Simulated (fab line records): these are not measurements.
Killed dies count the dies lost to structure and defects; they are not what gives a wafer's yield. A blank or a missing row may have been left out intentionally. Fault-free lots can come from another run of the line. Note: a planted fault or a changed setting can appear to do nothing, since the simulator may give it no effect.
Which tool is to blame?	flow n5 finfet	Sampling: 12 lots, 33 wafers, 3 of 1938 route steps

## WHAT THE GAUGES SHOWED, per wafer
N5_BEOL_M5_THK_MEAS_53: measures by xrf.
lot	measured	on	M5_THK (nm)
L542	day 8 14:51	film metro-01	60.8 61.5 62.4
L543	day 8 18:47	film metro-01	59.9 60.8 59.6
L545	day 9 10:19	film metro-02	60.4 59.3 60.7
L546	day 9 19:03	film metro-02	59.1 60.1 59.2
L548	day 10 01:46	film metro-02	61.2 61.8 61.6
L549	day 10 09:58	film metro-02	60.6 60.9 61.3
L547	day 10 11:06	film metro-02	62.2 64.6 59.5
L555	day 12 02:19	film metro-01	58.9 59.4
L556	day 12 06:59	film metro-02	59.8 57.7
L558	day 12 16:46	film metro-02	61.8 60.6
L560	day 13 09:49	film metro-01	58.2 61.0 60.6
L565	day 14 20:52	film metro-02	60.2 62.3 63.9

## WHAT TOOL EACH LOT RAN ON (gives the tool, then ch and the chambers of the sampled wafers, and finally the start)
lot	N5_BEOL_M5_ANNEAL_49	N5_BEOL_M5_SPUTTER_83
L542	pvd sputter-03, day 8 09:38	pvd sputter-03, day 8 11:44
L543	pvd sputter-01, day 8 12:39	pvd sputter-01, day 8 14:44
L545	pvd sputter-01, day 9 05:08	pvd sputter-01, day 9 07:13
L546	pvd sputter-01, day 9 10:39	pvd sputter-01, day 9 12:45
L548	pvd sputter-02, day 9 17:31	pvd sputter-02, day 9 19:37
L549	pvd sputter-02, day 10 03:40	pvd sputter-02, day 10 05:46
L547	pvd sputter-01, day 10 03:44	pvd sputter-01, day 10 05:49
L555	pvd sputter-01, day 11 21:13	pvd sputter-01, day 11 23:18
L556	pvd sputter-01, day 12 01:38	pvd sputter-01, day 12 03:44
L558	pvd sputter-01, day 12 11:28	pvd sputter-01, day 12 13:33
L560	pvd sputter-03, day 13 03:29	pvd sputter-03, day 13 06:44
L565	pvd sputter-03, day 14 15:30	pvd sputter-03, day 14 17:35
- N5_BEOL_M5_ANNEAL_49: time 1800 s.
- N5_BEOL_M5_SPUTTER_83: material Cu, target thk 15 nm, time 27.62 s.

## WHAT THE TOOLS THEMSELVES READ (means of the sampled wafers that have a number; where no wafer has one, the mark that the record gives instead)
N5_BEOL_M5_ANNEAL_49.
lot	tool	heater power w (W)	susceptor_temp_C_max
L542	pvd sputter-03	875	400.9
L543	pvd sputter-01	906	400.6
L545	pvd sputter-01	769	401.1
L546	pvd sputter-01	846	401.1
L548	pvd sputter-02	795	401.3
L549	pvd sputter-02	817	400.9
L547	pvd sputter-01	753	400.9
L555	pvd sputter-01	948	401.2
L556	pvd sputter-01	836	401.1
L558	pvd sputter-01	927	401.2
L560	pvd sputter-03	869	401.2
L565	pvd sputter-03	863	400.8

N5_BEOL_M5_SPUTTER_83.
lot	tool	throttle valve pct (%)
L542	pvd sputter-03	30.3
L543	pvd sputter-01	28.9
L545	pvd sputter-01	30.0
L546	pvd sputter-01	29.7
L548	pvd sputter-02	30.2
L549	pvd sputter-02	30.1
L547	pvd sputter-01	29.2
L555	pvd sputter-01	29.7
L556	pvd sputter-01	30.6
L558	pvd sputter-01	29.5
L560	pvd sputter-03	29.3
L565	pvd sputter-03	29.9

## THE ANSWER, worked out from the rows above alone
Rule: usual is defined by the lots themselves. Put in order of their means at a reading, lots are off if they are a third of the lots or fewer, leave a main group of 4 or more, and stand apart from it by a gap of 3 or more times the standard deviation of the main group's means; of several such gaps the widest counts. A main group whose means are all the same, to the digits that the tables above print for the reading, isn't used. Also off: a lot with no number at a reading for which 4 or more lots have one. Any other lot the step has rows for is counted as sound. First the gauges in route order, then the tools' own readings, where a lot's mean is used as printed above. At the first step where some lot is off, the reading lying furthest off is the one used; lots without a number count as furthest.
No lot is off on any of the readings shown, so nothing can be concluded from this.

## WHAT THE SIMULATOR HAD PUT IN
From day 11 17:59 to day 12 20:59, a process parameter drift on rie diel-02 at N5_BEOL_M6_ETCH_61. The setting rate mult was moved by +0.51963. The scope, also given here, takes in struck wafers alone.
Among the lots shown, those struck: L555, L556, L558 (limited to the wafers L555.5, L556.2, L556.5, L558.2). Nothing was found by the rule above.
